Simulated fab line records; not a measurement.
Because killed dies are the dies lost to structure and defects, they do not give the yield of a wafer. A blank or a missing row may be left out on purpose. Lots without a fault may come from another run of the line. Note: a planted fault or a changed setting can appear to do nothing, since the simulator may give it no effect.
Commonality check across tools ; flow n5Finfet ; 11 lots, 33 wafers sampled

## REASON FOR OPENING
At N5_PASSIVATION_OVL_MEAS_60 the reading TV_OVL is flagged on 4 of 11 lots. Wafers without a fault read -4 nm, standard deviation 4.7.
Rule: a lot is flagged when every wafer of it that has a number lies more than 4 standard deviations from that mean, or none has a number. All remaining lots are regarded as sound.

lot;measured;on;TV_OVL (nm), wafer by wafer;flag
L215;day 13 03:40;overlay-02;-9 -7 1;
L216;day 13 07:57;overlay-02;-11 -6 -1;
L220;day 13 19:52;overlay-01;-6 -3 -1;
L219;day 13 20:02;overlay-01;0 -4 -1;
L221;day 13 23:58;overlay-02;1 -2 -2;
L222;day 14 04:10;overlay-02;-6 -3 -7;
L223;day 14 16:49;overlay-02;234 231 240;FLAGGED
L224;day 15 02:52;overlay-01;239 242 243;FLAGGED
L225;day 15 17:23;overlay-02;237 231 237;FLAGGED
L226;day 15 18:59;overlay-02;235 230 236;FLAGGED
L231;day 16 23:03;overlay-01;-9 -5 -8;
On average the flagged lots' numbers are 236 nm, which is +240 nm against the usual, or +51 standard deviations.

## WHICH TOOL EACH LOT WENT THROUGH
4 process steps preceding the reading are held in the record, out of 1938 steps in the route. In each cell: the tool, then ch and the chambers that the sampled wafers went through, then the start.
lot;flag;N5_BEOL_M15_ANNEAL_48;N5_MIM_TOP_DEGAS_04;N5_MIM_BOT_ETCH_STRIP_01;N5_PASSIVATION_EXPOSE_07
L215;;rtpAnneal-01 ch 0, day 12 20:30;pvdSputter-01, day 13 00:38;rieDiel-02 ch 0,2, day 13 02:40;krfScanner-02 ch 0, day 13 03:28
L216;;rtpAnneal-01 ch 0, day 12 21:02;pvdSputter-03, day 13 02:03;rieDiel-02 ch 0,2,3, day 13 04:12;krfScanner-02 ch 0, day 13 07:44
L220;;rtpAnneal-02 ch 0, day 13 11:18;pvdSputter-03, day 13 15:01;rieDiel-02 ch 0,1,2, day 13 16:55;krfScanner-02 ch 0, day 13 19:40
L219;;rtpAnneal-01 ch 0, day 13 11:20;pvdSputter-03, day 13 15:13;rieDiel-06 ch 0,3, day 13 17:19;krfScanner-01 ch 0, day 13 19:50
L221;;rtpAnneal-01 ch 0, day 13 15:58;pvdSputter-03, day 13 19:49;rieDiel-06 ch 1,2, day 13 21:35;krfScanner-02 ch 0, day 13 23:46
L222;;rtpAnneal-02 ch 0, day 13 21:02;pvdSputter-01, day 14 01:08;rieDiel-04 ch 1,2,3, day 14 02:46;krfScanner-02 ch 0, day 14 03:58
L223;FLAGGED;rtpAnneal-01 ch 0, day 14 07:42;pvdSputter-02, day 14 13:11;rieDiel-06 ch 0,2,3, day 14 14:49;krfScanner-02 ch 0, day 14 16:37
L224;FLAGGED;rtpAnneal-02 ch 0, day 14 19:10;pvdSputter-03, day 14 23:32;rieDiel-02 ch 2,3, day 15 01:33;krfScanner-02 ch 0, day 15 02:40
L225;FLAGGED;rtpAnneal-02 ch 0, day 15 10:16;pvdSputter-02, day 15 14:13;rieDiel-06 ch 1,2, day 15 16:20;krfScanner-02 ch 0, day 15 17:11
L226;FLAGGED;rtpAnneal-01 ch 0, day 15 11:29;pvdSputter-03, day 15 15:19;rieDiel-06 ch 1,3, day 15 17:08;krfScanner-02 ch 0, day 15 18:47
L231;;rtpAnneal-02 ch 0, day 16 16:16;pvdSputter-01, day 16 19:45;rieDiel-06 ch 0,1,2, day 16 21:32;krfScanner-01 ch 0, day 16 22:51
What the steps here do:
- N5_BEOL_M15_ANNEAL_48: time 90 s.
- N5_MIM_TOP_DEGAS_04: time 60 s.
- N5_MIM_BOT_ETCH_STRIP_01: strips in O2.
- N5_PASSIVATION_EXPOSE_07: exposes mask TV, defocus 0 nm, target cd 3000 nm.
- N5_PASSIVATION_OVL_MEAS_60

## FLAGGED OVER TOTAL, TOOL BY TOOL (the gauges that took the reading come last)
step;tool;lots run;flagged;share of the flagged lots;sound lots run after its first flagged lot
N5_BEOL_M15_ANNEAL_48;rtpAnneal-01;6;2;some;0
N5_BEOL_M15_ANNEAL_48;rtpAnneal-02;5;2;some;1 (L231)
N5_MIM_TOP_DEGAS_04;pvdSputter-01;3;0;none;-
N5_MIM_TOP_DEGAS_04;pvdSputter-02;2;2;some;0
N5_MIM_TOP_DEGAS_04;pvdSputter-03;6;2;some;0
N5_MIM_BOT_ETCH_STRIP_01;rieDiel-02;4;1;some;0
N5_MIM_BOT_ETCH_STRIP_01;rieDiel-04;1;0;none;-
N5_MIM_BOT_ETCH_STRIP_01;rieDiel-06;6;3;some;1 (L231)
N5_PASSIVATION_EXPOSE_07;krfScanner-01;2;0;none;-
N5_PASSIVATION_EXPOSE_07;krfScanner-02;9;4;all;0
N5_PASSIVATION_OVL_MEAS_60;overlay-01;4;1;some;1 (L231)
N5_PASSIVATION_OVL_MEAS_60;overlay-02;7;3;some;0

## THE TABLE: WHAT IT ALLOWS
All flagged lots share 1 row of the table, namely krfScanner-02 at N5_PASSIVATION_EXPOSE_07.
- krfScanner-02 at N5_PASSIVATION_EXPOSE_07: 4 of its 9 lots flagged. Last sound lot L222 at day 14 03:58, first flagged lot L223 at day 14 16:37; a fault beginning in between fits.
Just one tool remains: krfScanner-02 at N5_PASSIVATION_EXPOSE_07.

## WHAT HAD BEEN PUT IN BY THE SIMULATOR
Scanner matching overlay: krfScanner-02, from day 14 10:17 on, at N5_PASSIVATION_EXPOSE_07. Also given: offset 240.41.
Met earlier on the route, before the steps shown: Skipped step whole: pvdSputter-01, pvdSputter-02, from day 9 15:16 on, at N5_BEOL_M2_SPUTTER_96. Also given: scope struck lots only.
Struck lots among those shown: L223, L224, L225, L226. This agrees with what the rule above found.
